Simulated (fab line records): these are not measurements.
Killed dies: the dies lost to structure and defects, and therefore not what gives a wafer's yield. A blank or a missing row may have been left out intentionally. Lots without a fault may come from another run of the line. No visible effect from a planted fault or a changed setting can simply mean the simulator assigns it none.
Split-lot trial ; flow n5Finfet ; 7 lots, 21 wafers read, on a route of 1938 steps

== ABOUT THE SPLIT ==
At N5_BEOL_M7_COAT_05 (resist thk 90 nm), the setting spinRpm was moved away from the recipe's 1500 rpm on 9 of the 21 wafers read, by -11.2% to +9.0%. The other wafers ran this setting at the recipe's value.

== FROM THE SPLIT TO THE READING: what the file shows between them, 5 steps ==
- N5_BEOL_M7_EXPOSE_08: exposes mask M7 (also split here: doseMj)
- N5_BEOL_M7_PEB_09: peb time 60 s
- N5_BEOL_M7_DEVELOP_10: develop time 30 s
- N5_BEOL_M7_CD_MEAS_11: target cd 38.5 nm
- N5_BEOL_M7_DESCUM_16: chemistry O2, time 7.9 s

== THE READING ==
CAR-ArF_of_BEOL_M7_COAT_05.thkNm (the simulator's own value, which no gauge read), in nm, at N5_BEOL_M7_ETCH_61 (etches SiARC in CF4, target depth 45.5 nm, time 75.8 s). There is no usual value for it anywhere in the file. Across the 12 wafers here that went through the recipe, the average is 51.0 nm and the standard deviation 0.31 nm.

wafer;tool, chamber at the split;spinRpm as run, rpm;against the recipe;CAR-ArF_of_BEOL_M7_COAT_05.thkNm, nm;against lot-mates on the recipe
L074.1;lithoTrack-04, 0;1635;+9.0%;47;-3.2
L074.3;lithoTrack-04, 0;1500;recipe;50.2;-
L074.5;lithoTrack-04, 0;1635;+9.0%;46.6;-3.6
L080.2;lithoTrack-01, 0;1332;-11.2%;56.6;no lot-mate on the recipe
L080.5;lithoTrack-01, 0;1332;-11.2%;57;no lot-mate on the recipe
L080.6;lithoTrack-01, 0;1332;-11.2%;56.4;no lot-mate on the recipe
L083.1;lithoTrack-04, 0;1599;+6.6%;47.8;-2.9
L083.2;lithoTrack-04, 0;1500;recipe;50.6;-
L083.5;lithoTrack-04, 0;1500;recipe;50.8;-
L086.3;lithoTrack-01, 0;1566;+4.4%;49;-2.2
L086.4;lithoTrack-01, 0;1500;recipe;51.2;-
L086.6;lithoTrack-01, 0;1500;recipe;51.2;-
L091.1;lithoTrack-01, 0;1500;recipe;51.2;-
L091.2;lithoTrack-01, 0;1500;recipe;51;-
L091.5;lithoTrack-01, 0;1586;+5.7%;48.8;-2.3
L093.3;lithoTrack-01, 0;1580;+5.3%;48.8;-2.2
L093.5;lithoTrack-01, 0;1500;recipe;51;-
L093.6;lithoTrack-01, 0;1500;recipe;51;-
L097.3;lithoTrack-05, 0;1500;recipe;51;-
L097.4;lithoTrack-05, 0;1500;recipe;51.4;-
L097.6;lithoTrack-05, 0;1500;recipe;51.2;-

THE FIT
A straight line over all 21 wafers: CAR-ArF_of_BEOL_M7_COAT_05.thkNm changes by -0.484 nm for each +1% of spinRpm; r = -0.99; the points scatter about the line by 0.32 nm.
The same after taking each lot's own level away (the mean of its wafers on the recipe; 18 wafers): -0.398 nm for each +1%; r = -0.99; scatter 0.18 nm.
According to that fit, moving spinRpm by its largest amount changes the reading by 4.5 nm.
Across the lots, their own levels run from 50.20 to 51.20 nm, a range of 3.2 times the standard deviation given above.
So the lot-to-lot level changes the slope: the two fits differ.
Check: with one of the wafers moved furthest among these (+9.0%) left out of the fit, the line predicts -3.77 nm for it against its lot-mates. It came out at -3.2 nm against them.

== FURTHER SPLITS ON THESE WAFERS ==
These wafers also went through other splits before the reading. Each is held against what the fit with the lots' levels taken away leaves over:
other split on the same wafers;wafers away from the commonest value;r with CAR-ArF_of_BEOL_M7_COAT_05.thkNm (lot level and that fit taken away)
N5_BEOL_M4_DESCUM_33 timeS;10;+0.49
N5_BEOL_M4_DEP_57 timeS;6;+0.39
N5_BEOL_M5_COAT_05 spinRpm;9;-0.14
N5_BEOL_M7_EXPOSE_08 doseMj;7;+0.33

== THE WHOLE CHAIN: every reading that the file lists as answering this split, in the file's order ==
step;what it does;reading;change (the file's fit);r (the file's)
N5_BEOL_M7_COAT_05;resist thk 90 nm;CAR-ArF_of_BEOL_M7_COAT_05.thkNm (the simulator's own value, which no gauge read);-0.399 nm for each +1% of the setting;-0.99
N5_BEOL_M7_DEVELOP_10;develop time 30 s;CAR-ArF_of_BEOL_M7_COAT_05.thkNm (the simulator's own value, which no gauge read);-0.417 nm for each +1% of the setting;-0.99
N5_BEOL_M7_ETCH_61;etches SiARC in CF4, target depth 45.5 nm, time 75.8 s;CAR-ArF_of_BEOL_M7_COAT_05.thkNm (the simulator's own value, which no gauge read);-0.411 nm for each +1% of the setting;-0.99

== FILE'S OWN FIT ==
CAR-ArF_of_BEOL_M7_COAT_05.thkNm changes by -0.411 nm for each +1% of spinRpm, r = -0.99.
